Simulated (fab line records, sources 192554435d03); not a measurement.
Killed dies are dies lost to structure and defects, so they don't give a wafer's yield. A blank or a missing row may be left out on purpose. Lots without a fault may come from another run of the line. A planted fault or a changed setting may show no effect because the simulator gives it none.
Chamber matching | flow n5_finfet | N5_FIN_SAQP_PECVD_48 on pecvd-03: 3 sister chambers
The step deposits SiNx from SiH4/NH3/N2, target thk 25 nm, time 22.1 s. 6 wafers are shown with their chamber, then 7 later ones without.

WAFERS WITH THEIR CHAMBER
wafer  | chamber | throttle_valve_pct (%) | showerhead_plenum_p_Torr (Torr)
L074.5 | 0       | 38.1                   | 5.08
L080.5 | 0       | 38.1                   | 5.08
L084.4 | 1       | 42.3                   | 5.06
L084.6 | 2       | 41.6                   | 5.15
L090.2 | 1       | 42.4                   | 5.06
L090.3 | 2       | 41.6                   | 5.17

WAFERS WITHOUT THEIR CHAMBER
wafer  | throttle_valve_pct (%) | showerhead_plenum_p_Torr (Torr)
L090.4 | 38.4                   | 5.08
L091.1 | 38.1                   | 5.09
L091.2 | 42.3                   | 5.06
L091.4 | 42.4                   | 5.06
L096.2 | 42.4                   | 5.06
L096.3 | 42.1                   | 5.07
L096.4 | 38.2                   | 5.09

WHICH CHAMBER EACH WENT THROUGH
wafer  | from the rows above | in truth
L090.4 | 0                   | 0
L091.1 | 0                   | 0
L091.2 | 1                   | 1
L091.4 | 1                   | 1
L096.2 | 1                   | 1
L096.3 | 1                   | 1
L096.4 | 0                   | 0
Placed correctly: 7 of 7. Can't be placed from these rows: 0. Placed wrongly: 0.
How it was worked out, from the rows above alone: a wafer's distance from a chamber is the root of the sum, over the readings, of the square of ((its reading less the chamber's mean) divided by the reading's scatter). The wafer belongs to the nearest chamber; if the next one is less than 2 further off, it can't be placed. A chamber's mean is the mean of its shown wafers. The scatter: the root of (the sum of the squares of (reading less its chamber's mean) over the shown wafers, divided by (wafers less chambers)).
